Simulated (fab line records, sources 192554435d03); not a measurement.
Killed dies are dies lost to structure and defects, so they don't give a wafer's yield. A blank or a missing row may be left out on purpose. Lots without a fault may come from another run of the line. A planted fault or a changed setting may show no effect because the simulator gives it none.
A struck lot beside a sound one | flow n5_finfet | 16 steps out of a route of 1938
Sound: wafers L450.1, L450.4, L450.5. Struck: wafer L462.1. (L462.2, L462.3 of the same lot were not struck and are left out.) The cause comes at the end.
At each step with rows: each side's tool, then ch and its chambers, then its first start. Under that, the readings that differ: sound wafers | struck wafers | difference of the means | sigmas: that difference in standard deviations of wafers without a fault.
alike: readings whose means differ by less than 2 such deviations, and words and numbers that are the same on both sides. not compared: withheld readings, readings that some wafer has no value for, bounds like >300 that may hide the same value, and numbers for which the record gives no deviation and whose values overlap.
The two part at a step that has a row with sigmas, a row that says differs or no value, or rows on one side only. Numbers that don't overlap but have no deviation are shown without sigmas and don't part them. A reading that every wafer of one side lacks parts them only if that side has two wafers or more.

first, 2 steps without rows for these wafers: N5_BEOL_M2_SPUTTER_92 (material Cu, target thk 4.5 nm, time 8.29 s); N5_BEOL_M2_ANNEAL_93 (time 240 s).
N5_BEOL_M2_SPUTTER_94: material Cu, target thk 4.5 nm, time 8.29 s.
  sound on pvd_sputter-03, day 11 18:22; struck on pvd_sputter-03, day 14 17:32
  alike: throttle_valve_pct
N5_BEOL_M2_ANNEAL_95: time 240 s.
  sound on pvd_sputter-03, day 11 18:26; struck on pvd_sputter-03, day 14 17:37
  alike: heater_power_w, susceptor_temp_C_max
N5_BEOL_M2_SPUTTER_96: material Cu, target thk 4.5 nm, time 8.29 s.
  sound on pvd_sputter-03, day 11 18:35; struck on pvd_sputter-03, day 14 17:45
  alike: throttle_valve_pct
then, 1 step without rows for these wafers: N5_BEOL_M2_ECD_50 (material Cu, target thk 300 nm).
N5_BEOL_M2_ANNEAL_51: time 90 s.
  sound on rtp_anneal-02 ch 0, day 11 18:47; struck on rtp_anneal-02 ch 0, day 14 18:07
  alike: wafer_temp_C_max
N5_BEOL_M2_CMP_52: polishes, stops on SiOC, t overpolish 6.8 s, target thk 40 nm.
  sound on cmp-04 ch 2,3, day 11 19:06; struck on cmp-03 ch 3, day 14 18:25
  alike: barrier_field_endpoint_s, motor_current_A, overpolish_run_s, time_to_endpoint_s
N5_BEOL_M2_THK_MEAS_53: measures by xrf.
  sound on film_metro-01, day 11 19:23; struck on film_metro-01, day 14 18:43
  reading     | sound          | struck | difference | sigmas
  M2_THK (nm) | 41.7 40.9 40.9 | 38.2   | -3.0       | -2
then, 3 steps without rows for these wafers: N5_BEOL_M2_PRE_CLEAN_60 (time 15 s); N5_BEOL_M2_CO_CAP_55 (material Co, precursor CCTBA/H2, target thk 2 nm, time 102.1 s); N5_BEOL_M2_PRE_CLEAN_56 (time 15 s).
N5_BEOL_M2_DEP_57: deposits SiCN from 3MS/NH3, target thk 8 nm, time 14 s.
  sound on pecvd-01 ch 1,2, day 11 19:35; struck on pecvd-03 ch 0, day 14 18:55
  reading                                  | sound     | struck | difference | sigmas
  model.SiCN_of_BEOL_M2_DEP_57.thk_nm (nm) | 7.8 8 8.2 | 6.8    | -1.2       |
  alike: showerhead_plenum_p_Torr, throttle_valve_pct
N5_BEOL_M2_RS_MEAS_58: measures by four-point-probe.
  sound on film_metro-01, day 11 19:39; struck on film_metro-01, day 14 18:58
  reading        | sound             | struck | difference | sigmas
  M2_RS (ohm/sq) | 0.643 0.656 0.654 | 0.716  | +0.065     | +2
N5_BEOL_M4_RC_MEAS_101:
  sound on prober-02 ch 0, day 12 23:37; struck on prober-02 ch 0, day 16 07:24
  alike: DIBL_N, DIBL_P, IOFF_N, IOFF_P, ION_N, ION_P, SS_N, SS_P, VT_N, VT_P
then, 1 step without rows for these wafers: N5_PASSIVATION_PROBE_49.

WHERE THEY PART
First at N5_BEOL_M2_THK_MEAS_53; last, within this record, at N5_BEOL_M2_RS_MEAS_58. Later steps at which nothing parts them and some readings are alike: N5_BEOL_M4_RC_MEAS_101.

WHY: what the simulator had put in
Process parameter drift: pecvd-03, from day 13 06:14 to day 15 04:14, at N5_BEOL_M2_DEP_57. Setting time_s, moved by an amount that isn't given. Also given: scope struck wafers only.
